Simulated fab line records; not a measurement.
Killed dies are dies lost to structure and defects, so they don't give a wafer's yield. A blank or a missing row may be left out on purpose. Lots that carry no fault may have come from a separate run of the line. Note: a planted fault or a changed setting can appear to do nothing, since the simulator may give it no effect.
fab line records	flow nandHarc
record lots=14	wafers=42	lastDay=33
route steps=1302 shown A_ZERO_WELL@411 A_ONON_D1@441 A_CHANNEL_HOLE_D1@451
lots untouched by any fault: they come from a run of this same line in which no faults occurred
startH: hours from the record's first day to the start of the lot's first wafer shown	waitH: time in hours since the lot's previous step	" repeats the value in the row above	L1.1+2: a row that stands for several wafers	- no value, or no start given	* or withheld: withheld	< > ~ a bound
route shown NAME@n: NAME is a module with steps in the file, n the number in the route of the first one	usual: the fault-free wafers' mean and standard deviation	same: alike in all rows	chamber/n: place in a boat	sites: readings site by site	_std_site: how widely they spread, as a standard deviation	_edge_site: the outer-site mean with the inner-site mean subtracted	radiusMm: for every site, how far away it sits from the centre of the wafer	mask NAME#n: copy n	behind: the tool/chamber that last shaped the wafer	hold: why the lot went on hold/how many hours it stayed there/how the hold came to an end	device: the n, p or np transistor that did not switch	end of line: the tests these same wafers got at the end of their route	for a step that has no rows: nothing shown but its recipe	killed: dies that structure and defects cost at the first sort, which is not the same as the wafer's yield	map: a wafer's dies, x killed, . not, _ none there
set.NAME: the setting that was run; set.NAME@STEP: the one run at that earlier step	model.NAME: the simulator's own value behind a step, which no gauge read
one table for each step of the route and one row for each wafer, over a sample of lots
services: the hour from which a tool's chamber was out of use, counted from the record's first day as startH (under 0 if before that day), plus the number of hours and why
## steps
# step NHARC_A_ZERO_WELL_RTA_16
# recipe tempC=1000	timeS=10
# usual lampPowerPct=32.9/0.87	lamp_zone_6_pct=32.8/0.87	wafer_temp_C_max=1005.5/1.9
lot.wafer	tool	chamber	startH	waitH	lampPowerPct	lamp_zone_6_pct	wafer_temp_C_max
L450.2	rtpAnneal-02	0	138.88	0.1	33.6	33.5	1003.5
L450.3	"	0	"	"	33.6	33.5	1005.1
L450.6	"	0	"	"	33.6	33.6	1003.1
L452.2	rtpAnneal-01	0	162.26	-	31.9	31.8	1009.7
L452.5	"	0	"	"	31.9	31.8	1008.0
L452.6	"	0	"	"	31.8	31.8	1005.8
L453.3	rtpAnneal-02	0	165.89	-	33.7	33.5	1005.7
L453.4	"	0	"	"	33.6	33.5	1004.0
L453.5	"	0	"	"	33.7	33.6	1004.1
L457.1	rtpAnneal-01	0	210.85	-	31.9	31.8	1008.9
L457.3	"	0	"	"	31.9	31.8	1007.2
L457.5	"	0	"	"	31.9	31.8	1005.3
L458.4	rtpAnneal-02	0	224.77	-	33.7	33.6	1002.9
L458.5	"	0	"	"	33.6	33.6	1004.5
L458.6	"	0	"	"	33.6	33.5	1005.3
L459.2	rtpAnneal-02	0	234.00	-	33.7	33.6	1003.0
L459.5	"	0	"	"	33.7	33.6	1002.4
L459.6	"	0	"	"	33.6	33.6	1002.6
L461.3	rtpAnneal-01	0	247.27	-	31.9	31.8	1007.1
L461.4	"	0	"	"	31.8	31.7	1007.3
L461.5	"	0	"	"	31.9	31.8	1009.0
L460.4	rtpAnneal-02	0	247.73	-	33.6	33.6	1003.9
L460.5	"	0	"	"	33.7	33.6	1004.1
L460.6	"	0	"	"	33.7	33.6	1004.5
L465.3	rtpAnneal-02	0	285.66	-	33.6	33.6	1005.1
L465.5	"	0	"	"	33.7	33.5	1003.5
L465.6	"	0	"	"	33.7	33.6	1003.5
L464.2	rtpAnneal-02	0	286.71	-	33.7	33.6	1004.8
L464.4	"	0	"	"	33.6	33.5	1003.8
L464.5	"	0	"	"	33.7	33.6	1003.4
L466.1	rtpAnneal-02	0	301.90	-	33.6	33.6	1005.3
L466.2	"	0	"	"	33.6	33.5	1003.0
L466.3	"	0	"	"	33.7	33.6	1004.1
L467.2	rtpAnneal-02	0	310.19	-	33.7	33.6	1004.8
L467.3	"	0	"	"	33.7	33.6	1005.8
L467.4	"	0	"	"	33.7	33.5	1003.4
L471.1	rtpAnneal-01	0	349.97	-	31.9	31.8	1007.6
L471.2	"	0	"	"	31.8	31.7	1007.9
L471.4	"	0	"	"	31.8	31.8	1008.2
L473.1	rtpAnneal-02	0	376.78	-	33.6	33.6	1004.2
L473.2	"	0	"	"	33.6	33.6	1004.9
L473.5	"	0	"	"	33.6	33.6	1004.0
# step NHARC_A_ONON_D1_THK_MEAS_24
# recipe thkMeasGauge=ellipsometry
# usual thkNm=999/11
lot.wafer	tool	chamber	startH	waitH	thkNm
L450.2	filmMetro-02	-	171.30	-	1006
L450.3	"	-	"	"	1006
L450.6	"	-	"	"	1006
L453.3	filmMetro-01	-	196.95	-	1004
L453.4	"	-	"	"	1005
L453.5	"	-	"	"	1004
L452.2	filmMetro-02	-	196.95	-	1016
L452.5	"	-	"	"	1015
L452.6	"	-	"	"	1016
L457.1	filmMetro-02	-	240.81	-	978
L457.3	"	-	"	"	975
L457.5	"	-	"	"	978
L458.4	filmMetro-02	-	260.97	-	1000
L458.5	"	-	"	"	1000
L458.6	"	-	"	"	1001
L459.2	filmMetro-02	-	269.01	-	1001
L459.5	"	-	"	"	999
L459.6	"	-	"	"	1001
L460.4	filmMetro-02	-	281.51	-	1003
L460.5	"	-	"	"	1002
L460.6	"	-	"	"	1001
L461.3	filmMetro-01	-	281.51	-	1009
L461.4	"	-	"	"	1007
L461.5	"	-	"	"	1007
L465.3	filmMetro-02	-	319.87	-	1002
L465.5	"	-	"	"	1005
L465.6	"	-	"	"	1003
L464.2	filmMetro-01	-	320.22	-	995
L464.4	"	-	"	"	993
L464.5	"	-	"	"	992
L466.1	filmMetro-02	-	337.53	-	1013
L466.2	"	-	"	"	1011
L466.3	"	-	"	"	1013
L467.2	filmMetro-02	-	341.68	-	1004
L467.3	"	-	"	"	1005
L467.4	"	-	"	"	1003
L471.1	filmMetro-01	-	382.93	-	988
L471.2	"	-	"	"	988
L471.4	"	-	"	"	988
L473.1	filmMetro-02	-	412.77	-	990
L473.2	"	-	"	"	991
L473.5	"	-	"	"	991
# step NHARC_A_ONON_D1_DEP_25
# recipe targetThkA=10000	n2FlowSccm=2750	n2oFlowSccm=2000	nh3FlowSccm=500	sih4FlowSccm=210	tempC=400
lot.wafer	tool	chamber	startH	waitH
L450.2+3+6	pecvdOnon-04	0	171.41	0.1
L452.2+5+6	pecvdOnon-01	0	197.06	0.1
L453.3+4+5	pecvdOnon-04	0	197.12	0.2
L457.1+3+5	pecvdOnon-04	0	240.87	0.1
L458.4+5+6	pecvdOnon-04	0	261.20	0.2
L459.2+5+6	pecvdOnon-04	0	269.12	0.1
L460.4+5+6	pecvdOnon-04	0	281.74	0.2
L461.3+4+5	pecvdOnon-02	0	281.82	0.3
L465.3+5+6	pecvdOnon-02	0	320.05	0.2
L464.2+4+5	pecvdOnon-01	0	320.34	0.1
L466.1+2+3	pecvdOnon-02	0	337.59	0.1
L467.2+3+4	pecvdOnon-02	0	341.79	0.1
L471.1+2+4	pecvdOnon-01	0	382.99	0.1
L473.1+2+5	pecvdOnon-04	0	412.83	0.1
# step NHARC_A_ONON_D1_THK_MEAS_27
# recipe thkMeasGauge=ellipsometry
# usual thkNm=1001/9.8
lot.wafer	tool	chamber	startH	waitH	thkNm
L450.2	filmMetro-02	-	171.86	-	999
L450.3	"	-	"	"	1001
L450.6	"	-	"	"	999
L453.3	filmMetro-01	-	197.51	-	995
L453.4	"	-	"	"	996
L453.5	"	-	"	"	997
L452.2	filmMetro-02	-	197.52	-	997
L452.5	"	-	"	"	995
L452.6	"	-	"	"	993
L457.1	filmMetro-02	-	241.38	-	996
L457.3	"	-	"	"	997
L457.5	"	-	"	"	996
L458.4	filmMetro-02	-	261.53	-	1012
L458.5	"	-	"	"	1013
L458.6	"	-	"	"	1010
L459.2	filmMetro-02	-	269.58	-	1009
L459.5	"	-	"	"	1010
L459.6	"	-	"	"	1010
L460.4	filmMetro-01	-	282.08	-	1009
L460.5	"	-	"	"	1010
L460.6	"	-	"	"	1009
L461.3	filmMetro-02	-	282.21	-	988
L461.4	"	-	"	"	986
L461.5	"	-	"	"	988
L465.3	filmMetro-01	-	320.44	-	1018
L465.5	"	-	"	"	1018
L465.6	"	-	"	"	1020
L464.2	filmMetro-01	-	320.79	-	1013
L464.4	"	-	"	"	1014
L464.5	"	-	"	"	1013
L466.1	filmMetro-02	-	338.09	-	1006
L466.2	"	-	"	"	1005
L466.3	"	-	"	"	1055
L467.2	filmMetro-01	-	342.24	-	980
L467.3	"	-	"	"	1031
L467.4	"	-	"	"	980
L471.1	filmMetro-01	-	383.50	-	992
L471.2	"	-	"	"	992
L471.4	"	-	"	"	991
L473.1	filmMetro-01	-	413.34	-	1000
L473.2	"	-	"	"	999
L473.5	"	-	"	"	999
# step NHARC_A_CHANNEL_HOLE_D1_DEP_01
# recipe targetThkA=1400	targetThkNm=140	tempC=400	pressureTorr=3.5	flowSccm=200	rfW=350	material=SiON
# usual heaterPowerW=749/110
lot.wafer	tool	chamber	startH	waitH	heaterPowerW
L450.3	pecvd-03	1	174.97	1.0	835
L450.2	"	0	"	"	917
L450.6	"	0	"	"	926
L452.2	pecvd-04	1	202.82	1.3	686
L452.5	"	1	"	"	688
L452.6	"	2	"	"	624
L453.3	pecvd-03	0	204.54	1.0	986
L453.4	"	2	"	"	725
L453.5	"	0	"	"	1051
L457.1	pecvd-04	1	245.56	1.6	685
L457.3	"	2	"	"	633
L457.5	"	1	"	"	702
L458.6	pecvd-02	1	266.33	0.1	595
L458.4	"	2	"	"	845
L458.5	"	0	"	"	741
L459.2	pecvd-02	0	274.36	1.5	790
L459.5	"	2	"	"	825
L459.6	"	0	"	"	782
L460.6	pecvd-02	1	285.24	0.1	613
L460.4	"	2	"	"	908
L460.5	"	0	"	"	661
L461.3	pecvd-04	1	285.45	1.0	665
L461.4	"	1	"	"	678
L461.5	"	0	"	"	664
L465.3	pecvd-02	0	323.54	1.0	704
L465.5	"	0	"	"	722
L465.6	"	2	"	"	897
L464.2	pecvd-04	2	325.49	1.3	685
L464.5	"	0	"	"	726
L464.4	"	1	"	"	630
L466.1	pecvd-02	2	343.16	1.6	853
L466.2	"	0	"	"	693
L467.2	pecvd-02	1	347.52	1.4	725
L467.4	"	2	"	"	872
L471.1	pecvd-02	1	388.46	1.6	683
L471.2	"	2	"	"	817
L471.4	"	0	"	"	787
L473.1	pecvd-04	1	416.44	1.6	686
L473.2	"	2	"	"	677
L473.5	"	2	"	"	678
## services
tool	chamber	startH	hours	kind
pecvdOnon-04	-	130.10	13.0	pm
pecvd-04	1	140.29	10.2	repair
pecvdOnon-02	-	185.00	13.0	pm
pecvd-03	-	185.29	13.0	pm
pecvd-02	-	228.48	13.0	pm
pecvd-02	0	228.48	13.0	ventCycle
pecvd-02	1	228.48	13.0	ventCycle
pecvd-02	2	228.48	13.0	ventCycle
pecvd-02	0	241.48	-	clean
pecvd-02	1	241.48	-	clean
pecvd-02	2	241.48	-	clean
pecvd-04	-	264.13	0.7	repair
pecvd-03	2	264.84	10.5	repair
pecvdOnon-01	-	269.00	13.0	pm
pecvd-04	-	269.20	13.0	pm
pecvdOnon-04	-	304.04	0.3	repair
pecvdOnon-04	-	311.10	13.0	pm
pecvd-03	-	366.29	13.0	pm
pecvdOnon-02	-	366.31	13.0	pm
rtpAnneal-01	-	372.00	12.0	pm
pecvd-04	-	386.72	1.5	repair
pecvd-02	-	409.59	13.0	pm
pecvd-02	0	409.59	13.0	ventCycle
pecvd-02	1	409.59	22.8	ventCycle
## key
firstSign step=NHARC_A_ONON_D1_THK_MEAS_27	reading=thkNm	direction=up	sigmas=4.3	usual=1001	struck=1043
effect none on later readings
metAt NHARC_A_ONON_D1_DEP_25
struckLots L466,L467
struckWafers L466.3,L467.3
laterRowsLeftOut L466.3,L467.3
sortLeftOut L466.3,L467.3
testerLeftOut L466,L467
notActingAt NHARC_A_ZERO_WELL_RTA_16,NHARC_A_ONON_D1_THK_MEAS_24,NHARC_A_CHANNEL_HOLE_D1_DEP_01
onsetBetween 320.05 337.59
fault kind=processParameterDrift	tool=pecvdOnon-02	chamber=-	onsetH=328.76	steps=NHARC_A_ONON_D1_DEP_25	channel=targetThkA	offset=*	shape=step	endH=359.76	scope=struckWafersOnly	actsIn=*	stated=*
# testerLeftOut: of these lots the tester's yield and bins aren't shown, on N5 and GAA mostly nor the transistor test; their killed dies are dies lost to structure and defects alone, not to doping, threshold or leakage, so they don't give the yield
# sortLeftOut: the simulated sort isn't trusted on such a fault, so these wafers' sort isn't shown, and their yield isn't known
# laterRowsLeftOut: the simulator's readings of these wafers behind a module that went badly wrong aren't trusted and aren't shown, but for the sort
